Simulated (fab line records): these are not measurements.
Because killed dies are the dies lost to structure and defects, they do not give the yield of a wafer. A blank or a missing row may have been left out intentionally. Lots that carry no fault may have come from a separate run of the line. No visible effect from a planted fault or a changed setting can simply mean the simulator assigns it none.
Which tool was responsible?	flow n5 finfet	21 lots with 63 wafers sampled at 6 steps, on a route of 1938 steps

## WHAT EACH GAUGE READ, for each wafer
Not one reading of a measure or inspect step in the record can be checked against a usual standard deviation.

## EACH LOT AND THE TOOL THAT RAN IT (in order: tool; ch and the chambers of the sampled wafers; start)
lot	N5_GATE_CUT_STRIP_59	N5_GATE_CUT_ETCH_28	N5_GATE_CUT_CUT_ETCH_53	N5_GATE_CUT_VAPOR_ETCH_49	N5_MOL_CONTACT_COAG_ETCH_110	N5_MOL_CONTACT_COAG_TI_SIL_19
L074	rie diel-02 ch 0,1,3, day 4 08:02	rie diel-03 ch 0,1,3, day 4 11:21	rie metal-02 ch 0,1, day 4 11:43	rie metal-02 ch 0,1, day 4 11:55	rie diel-06 ch 1,2, day 4 15:34	pvd sputter-01, day 4 17:25
L075	rie diel-02 ch 0,2,3, day 4 17:43	rie diel-02 ch 1,3, day 4 21:19	rie metal-02 ch 0,1, day 4 21:40	rie metal-02 ch 0,1, day 4 21:53	rie diel-04 ch 0,1,3, day 5 06:02	pvd sputter-02, day 5 07:33
L076	rie diel-03 ch 0,1,3, day 4 22:49	rie diel-05 ch 0,2, day 5 02:48	rie metal-01 ch 0, day 5 03:10	rie metal-01 ch 0, day 5 03:35	rie diel-04 ch 0,1,2, day 5 08:18	pvd sputter-01, day 5 08:57
L077	rie diel-02 ch 1,2, day 5 03:05	rie diel-03 ch 0,1,2, day 5 07:08	rie metal-01 ch 0,1, day 5 07:30	rie metal-01 ch 0,1, day 5 07:43	rie diel-06 ch 0,1,2, day 5 11:41	pvd sputter-01, day 5 12:28
L078	rie diel-02 ch 1,2, day 5 05:36	rie diel-03 ch 0,2, day 5 09:19	rie metal-02 ch 0,1, day 5 09:40	rie metal-02 ch 0,1, day 5 09:53	rie diel-06 ch 0,1,2, day 5 13:28	pvd sputter-02, day 5 14:05
L079	rie diel-05 ch 0,2, day 5 16:15	rie diel-02 ch 0,2,3, day 5 19:53	rie metal-02 ch 0,1, day 5 20:16	rie metal-02 ch 0,1, day 5 20:28	rie diel-04 ch 0,3, day 6 00:38	pvd sputter-03, day 6 01:16
L080	rie diel-02 ch 0,2,3, day 5 19:27	rie diel-03 ch 1,2,3, day 5 22:53	rie metal-03 ch 0,1, day 5 23:16	rie metal-03 ch 0,1, day 5 23:28	rie diel-01 ch 1,2,3, day 6 02:56	pvd sputter-03, day 6 03:31
L081	rie diel-05 ch 0,1,3, day 6 03:52	rie diel-02 ch 0,1,2, day 6 07:11	rie metal-02 ch 0,1, day 6 07:32	rie metal-02 ch 0,1, day 6 07:45	rie diel-04 ch 2,3, day 6 11:23	pvd sputter-01, day 6 12:11
L082	rie diel-03 ch 0,2,3, day 6 10:06	rie diel-03 ch 0,1,3, day 6 13:32	rie metal-02 ch 0,1, day 6 13:54	rie metal-02 ch 0,1, day 6 14:07	rie diel-06 ch 0,2,3, day 6 17:55	pvd sputter-03, day 6 19:02
L085	rie diel-03 ch 2,3, day 7 02:28	rie diel-02 ch 0,3, day 7 23:13	rie metal-02 ch 0,1, day 7 23:35	rie metal-02 ch 0,1, day 7 23:47	rie diel-01 ch 0,2, day 8 03:15	pvd sputter-01, day 8 03:52
L087	rie diel-03 ch 0,3, day 7 15:40	rie diel-03 ch 1,2, day 8 01:28	rie metal-02 ch 0,1, day 8 01:49	rie metal-02 ch 0,1, day 8 02:02	rie diel-01 ch 0,1,3, day 8 06:35	pvd sputter-01, day 8 09:05
L088	rie diel-03 ch 0,2,3, day 7 21:27	rie diel-03 ch 0,1,2, day 8 03:40	rie metal-01 ch 1, day 8 04:02	rie metal-01 ch 1, day 8 04:14	rie diel-06 ch 0,1, day 8 07:43	pvd sputter-01, day 8 08:59
L089	rie diel-03 ch 0,1,3, day 8 05:41	rie diel-02 ch 1,2,3, day 8 09:02	rie metal-02 ch 0,1, day 8 09:23	rie metal-02 ch 0,1, day 8 09:35	rie diel-06 ch 0,2,3, day 9 19:49	pvd sputter-01, day 9 20:23
L090	rie diel-03 ch 0,1,3, day 8 06:23	rie diel-03 ch 0,1,2, day 8 09:41	rie metal-03 ch 0,1, day 8 10:02	rie metal-03 ch 0,1, day 8 10:15	rie diel-01 ch 0,3, day 9 20:02	pvd sputter-02, day 9 20:37
L091	rie diel-05 ch 0,1,2, day 9 11:01	rie diel-02 ch 1,2,3, day 9 22:07	rie metal-02 ch 1, day 9 22:28	rie metal-02 ch 1, day 9 22:41	rie diel-01 ch 0,2, day 10 02:08	pvd sputter-03, day 10 05:22
L092	rie diel-02 ch 0,1,2, day 9 11:43	rie diel-02 ch 1,2,3, day 9 22:29	rie metal-01 ch 0,1, day 9 22:50	rie metal-01 ch 0,1, day 9 23:03	rie diel-01 ch 0,1,3, day 10 02:52	pvd sputter-01, day 10 05:40
L093	rie diel-05 ch 2,3, day 9 12:41	rie diel-03 ch 0,2,3, day 9 22:59	rie metal-02 ch 0,1, day 9 23:20	rie metal-02 ch 0,1, day 9 23:33	rie diel-04 ch 0,2, day 10 03:08	pvd sputter-03, day 10 05:38
L096	rie diel-05 ch 0,1,2, day 11 07:28	rie diel-03 ch 0,2,3, day 11 10:53	rie metal-02 ch 0,1, day 11 11:15	rie metal-02 ch 0,1, day 11 11:28	rie diel-01 ch 0,1,2, day 11 16:52	pvd sputter-03, day 11 20:35
L095	rie diel-03 ch 0,1,2, day 11 08:13	rie diel-05 ch 0,1,3, day 11 11:53	rie metal-01 ch 0,1, day 11 12:15	rie metal-01 ch 0,1, day 11 12:28	rie diel-04 ch 0,2,3, day 11 17:21	pvd sputter-01, day 11 20:40
L094	rie diel-02 ch 0,1,2, day 11 09:55	rie diel-02 ch 0,1,2, day 11 13:22	rie metal-01 ch 0,1, day 11 13:43	rie metal-01 ch 0,1, day 11 13:56	rie diel-04 ch 1,2,3, day 11 18:29	pvd sputter-03, day 11 20:59
L097	rie diel-05 ch 1,2,3, day 11 10:46	rie diel-02 ch 0,1,2, day 11 14:30	rie metal-01 ch 0,1, day 11 14:52	rie metal-01 ch 0,1, day 11 15:04	rie diel-04 ch 0,3, day 11 19:08	pvd sputter-03, day 11 21:05
- N5_GATE_CUT_STRIP_59: strips in N2/H2, time 20 s.
- N5_GATE_CUT_ETCH_28: etches underlayer in N2/H2, target depth 13 nm, time 10.4 s.
- N5_GATE_CUT_CUT_ETCH_53: etches W in SF6/Cl2, target depth 79.2 nm.
- N5_GATE_CUT_VAPOR_ETCH_49: etches TiAlC in BCl3/Cl2.
- N5_MOL_CONTACT_COAG_ETCH_110: etches Si in CF4/O2, target depth 2.5 nm, time 8 s.
- N5_MOL_CONTACT_COAG_TI_SIL_19: material Ti, target thk 4.2 nm, time 15 s.

## WHAT THE TOOLS THEMSELVES READ (means of the sampled wafers that have a number; where no wafer has one, the mark that the record gives instead)
N5_GATE_CUT_STRIP_59. Usual: drypump motor current A 5.7 A, standard deviation 0.38; oes product au 0.78 a.u., standard deviation 0.085; rf vpp V 45.2 V, standard deviation 0.75; showerhead plenum p Torr 3.37 Torr, standard deviation 0.11; temp c 39.99 C, standard deviation 0.091; throttle valve pct 12.31 %, standard deviation 0.21.
lot	tool	drypump motor current A (A)	oes product au (a.u.)	rf vpp V (V)	showerhead plenum p Torr (Torr)	temp c (C)	throttle valve pct (%)	flag
L074	rie diel-02	5.5	0.74	44.5	3.32	39.98	12.39	
L075	rie diel-02	5.6	0.79	44.7	3.34	39.93	12.29	
L076	rie diel-03	5.7	0.78	45.7	3.49	40.01	12.37	
L077	rie diel-02	5.9	0.86	44.9	3.28	40.04	12.20	
L078	rie diel-02	5.8	0.80	44.0	3.27	40.00	12.31	
L079	rie diel-05	5.9	0.69	45.1	3.33	39.93	12.31	
L080	rie diel-02	5.6	0.78	45.9	3.34	40.03	12.31	
L081	rie diel-05	5.8	0.80	45.9	3.39	40.15	12.16	
L082	rie diel-03	5.7	0.76	44.7	3.43	40.12	12.31	
L085	rie diel-03	5.6	0.72	45.2	3.42	39.98	12.35	
L087	rie diel-03	5.8	0.79	45.5	3.53	40.02	12.30	
L088	rie diel-03	5.7	0.74	46.0	3.42	40.00	12.35	
L089	rie diel-03	5.8	0.75	45.5	3.47	39.96	12.44	
L090	rie diel-03	5.7	0.75	45.3	3.47	40.01	12.44	
L091	rie diel-05	5.8	0.84	44.8	3.36	39.94	12.03	
L092	rie diel-02	5.5	0.87	45.3	3.33	39.87	12.19	
L093	rie diel-05	6.3	0.83	45.3	3.35	40.07	12.29	
L096	rie diel-05	5.8	0.83	45.6	3.36	40.01	12.05	
L095	rie diel-03	5.8	0.73	46.4	3.37	40.00	12.48	
L094	rie diel-02	5.5	0.85	45.3	3.32	40.00	12.23	
L097	rie diel-05	6.0	0.86	44.2	3.37	39.93	12.13	

N5_GATE_CUT_ETCH_28. Usual: drypump motor current A 5.7 A, standard deviation 0.32; etch rf on time s 10.38 s, standard deviation 0.16; oes product au 0.66 a.u., standard deviation 0.067; rf vpp V 523.3 V, standard deviation 2.8; showerhead plenum p Torr 2.53 Torr, standard deviation 0.093; throttle valve pct 17.98 %, standard deviation 0.17.
lot	tool	drypump motor current A (A)	etch rf on time s (s)	oes product au (a.u.)	rf vpp V (V)	showerhead plenum p Torr (Torr)	throttle valve pct (%)	flag
L074	rie diel-03	5.7	10.38	0.66	526.9	2.63	18.05	
L075	rie diel-02	5.8	10.20	0.65	520.2	2.44	17.94	
L076	rie diel-05	6.1	10.53	0.58	523.3	2.51	17.99	
L077	rie diel-03	5.8	10.30	0.65	524.4	2.55	18.04	
L078	rie diel-03	5.9	10.34	0.69	524.5	2.60	17.95	
L079	rie diel-02	5.6	10.30	0.67	523.6	2.51	17.95	
L080	rie diel-03	5.7	10.40	0.62	522.6	2.54	18.05	
L081	rie diel-02	5.5	10.36	0.67	521.6	2.51	18.03	
L082	rie diel-03	5.7	10.38	0.65	526.1	2.62	18.08	
L085	rie diel-02	5.6	10.37	0.61	523.0	2.49	17.99	
L087	rie diel-03	5.7	10.48	0.60	522.4	2.46	18.07	
L088	rie diel-03	5.8	10.42	0.63	524.0	2.54	18.07	
L089	rie diel-02	5.9	10.43	0.67	521.2	2.45	17.96	
L090	rie diel-03	5.8	10.44	0.63	523.4	2.54	18.10	
L091	rie diel-02	5.8	10.33	0.67	521.7	2.44	17.96	
L092	rie diel-02	5.9	10.27	0.66	520.7	2.44	17.97	
L093	rie diel-03	5.7	10.39	0.63	524.8	2.58	18.01	
L096	rie diel-03	5.7	10.42	0.62	524.1	2.57	18.01	
L095	rie diel-05	5.9	10.42	0.66	524.3	2.54	17.86	
L094	rie diel-02	5.5	10.20	0.73	522.7	2.50	17.94	
L097	rie diel-02	5.5	10.28	0.72	523.4	2.50	17.92	

N5_GATE_CUT_CUT_ETCH_53. Usual: SF6_flow_sccm 39.99 sccm, standard deviation 0.12; drypump motor current A 6.0 A, standard deviation 0.44; etch rf on time s 26.1 s, standard deviation 0.37; oes product au 0.69 a.u., standard deviation 0.11; throttle valve pct 28.85 %, standard deviation 0.24.
lot	tool	SF6_flow_sccm (sccm)	drypump motor current A (A)	etch rf on time s (s)	oes product au (a.u.)	throttle valve pct (%)	flag
L074	rie metal-02	39.99	5.9	25.9	0.73	29.03	
L075	rie metal-02	40.00	5.9	25.9	0.73	29.04	
L076	rie metal-01	39.89	6.7	26.0	0.53	28.92	
L077	rie metal-01	40.18	6.6	26.3	0.60	28.80	
L078	rie metal-02	39.96	5.9	25.9	0.73	29.04	
L079	rie metal-02	39.99	5.8	26.2	0.65	28.88	
L080	rie metal-03	40.10	5.4	26.1	0.68	28.67	
L081	rie metal-02	40.00	5.7	26.2	0.65	28.88	
L082	rie metal-02	40.05	5.9	26.3	0.71	29.05	
L085	rie metal-02	39.90	6.0	26.1	0.71	29.06	
L087	rie metal-02	40.05	5.9	26.1	0.71	29.05	
L088	rie metal-01	39.88	6.2	25.9	0.72	28.56	
L089	rie metal-02	39.92	5.7	26.4	0.63	28.89	
L090	rie metal-03	39.96	5.4	26.2	0.68	28.69	
L091	rie metal-02	40.05	6.1	26.0	0.76	29.23	
L092	rie metal-01	40.06	6.4	25.9	0.76	28.63	
L093	rie metal-02	39.89	5.9	26.0	0.70	29.05	
L096	rie metal-02	40.00	5.9	26.0	0.69	29.07	
L095	rie metal-01	40.02	6.4	25.9	0.75	28.65	
L094	rie metal-01	39.86	6.4	26.0	0.75	28.64	
L097	rie metal-01	39.93	6.6	25.6	0.80	28.73	

N5_GATE_CUT_VAPOR_ETCH_49. Usual: drypump motor current A 6.0 A, standard deviation 0.44; oes product au 0.77 a.u., standard deviation 0.12.
lot	tool	drypump motor current A (A)	oes product au (a.u.)	flag
L074	rie metal-02	5.9	0.81	
L075	rie metal-02	5.9	0.81	
L076	rie metal-01	6.8	0.59	
L077	rie metal-01	6.5	0.66	
L078	rie metal-02	5.9	0.81	
L079	rie metal-02	5.8	0.72	
L080	rie metal-03	5.4	0.76	
L081	rie metal-02	5.7	0.73	
L082	rie metal-02	5.9	0.79	
L085	rie metal-02	5.9	0.79	
L087	rie metal-02	5.9	0.79	
L088	rie metal-01	6.1	0.79	
L089	rie metal-02	5.8	0.71	
L090	rie metal-03	5.4	0.75	
L091	rie metal-02	6.0	0.84	
L092	rie metal-01	6.4	0.84	
L093	rie metal-02	5.9	0.77	
L096	rie metal-02	5.9	0.77	
L095	rie metal-01	6.4	0.84	
L094	rie metal-01	6.4	0.83	
L097	rie metal-01	6.6	0.88	

N5_MOL_CONTACT_COAG_ETCH_110. Usual: cf4 flow sccm 99.98 sccm, standard deviation 0.29; drypump motor current A 5.8 A, standard deviation 0.42; oes product au 0.79 a.u., standard deviation 0.056; rf vpp V 127.7 V, standard deviation 2; showerhead plenum p Torr 2.26 Torr, standard deviation 0.058; throttle valve pct 10.75 %, standard deviation 0.2.
lot	tool	cf4 flow sccm (sccm)	drypump motor current A (A)	oes product au (a.u.)	rf vpp V (V)	showerhead plenum p Torr (Torr)	throttle valve pct (%)	flag
L074	rie diel-06	100.19	5.3	0.80	128.4	2.30	10.65	
L075	rie diel-04	100.06	6.1	0.77	126.8	2.22	10.72	
L076	rie diel-04	99.98	5.7	0.76	125.1	2.22	10.89	
L077	rie diel-06	100.14	5.5	0.79	127.9	2.27	10.75	
L078	rie diel-06	99.94	5.6	0.79	127.5	2.27	10.75	
L079	rie diel-04	100.07	6.4	0.73	126.6	2.18	10.99	
L080	rie diel-01	99.87	5.9	0.83	126.9	2.22	10.70	
L081	rie diel-04	99.99	6.1	0.75	129.5	2.30	10.86	
L082	rie diel-06	99.89	5.7	0.76	128.1	2.25	10.79	
L085	rie diel-01	100.16	5.9	0.85	129.4	2.28	10.68	
L087	rie diel-01	99.89	5.7	0.82	128.3	2.27	10.73	
L088	rie diel-06	100.04	5.8	0.81	128.5	2.24	10.79	
L089	rie diel-06	99.91	5.6	0.74	126.2	2.25	10.83	
L090	rie diel-01	100.13	5.7	0.81	128.6	2.30	10.74	
L091	rie diel-01	99.99	5.9	0.84	128.6	2.28	10.71	
L092	rie diel-01	99.92	5.7	0.81	128.3	2.27	10.75	
L093	rie diel-04	100.09	5.8	0.77	128.3	2.31	11.01	
L096	rie diel-01	99.95	5.9	0.81	127.9	2.24	10.73	
L095	rie diel-04	99.66	6.1	0.78	128.6	2.31	10.87	
L094	rie diel-04	100.00	5.7	0.73	128.2	2.27	10.86	
L097	rie diel-04	100.40	6.5	0.79	129.6	2.31	10.69	

N5_MOL_CONTACT_COAG_TI_SIL_19. Usual: throttle valve pct reads 29.5 % (standard deviation 1).
lot	tool	throttle valve pct (%)	flag
L074	pvd sputter-01	29.3	
L075	pvd sputter-02	30.3	
L076	pvd sputter-01	29.5	
L077	pvd sputter-01	30.2	
L078	pvd sputter-02	30.4	
L079	pvd sputter-03	29.7	
L080	pvd sputter-03	29.8	
L081	pvd sputter-01	29.4	
L082	pvd sputter-03	29.2	
L085	pvd sputter-01	30.0	
L087	pvd sputter-01	30.0	
L088	pvd sputter-01	29.5	
L089	pvd sputter-01	29.9	
L090	pvd sputter-02	29.2	
L091	pvd sputter-03	28.8	
L092	pvd sputter-01	29.0	
L093	pvd sputter-03	30.2	
L096	pvd sputter-03	29.3	
L095	pvd sputter-01	30.0	
L094	pvd sputter-03	28.9	
L097	pvd sputter-03	29.1	

## THE ANSWER, worked out from the rows above alone
Rule: take the mean of a lot's wafers that have a number; if it is more than 3 standard deviations from the usual mean, the lot is off. Also off: a lot with no number at a reading for which 4 or more lots have one. All remaining lots with rows at the step are treated as sound. Order of review: gauges by route order, followed by the tools' own readings, for which a lot's mean as printed above is used. The first step at which some lot is off is used, and at that step the reading that is off furthest; a lot without a number counts as furthest.
No lot is off at any reading shown: from this, nothing can be told.

## WHAT HAD BEEN PUT IN BY THE SIMULATOR
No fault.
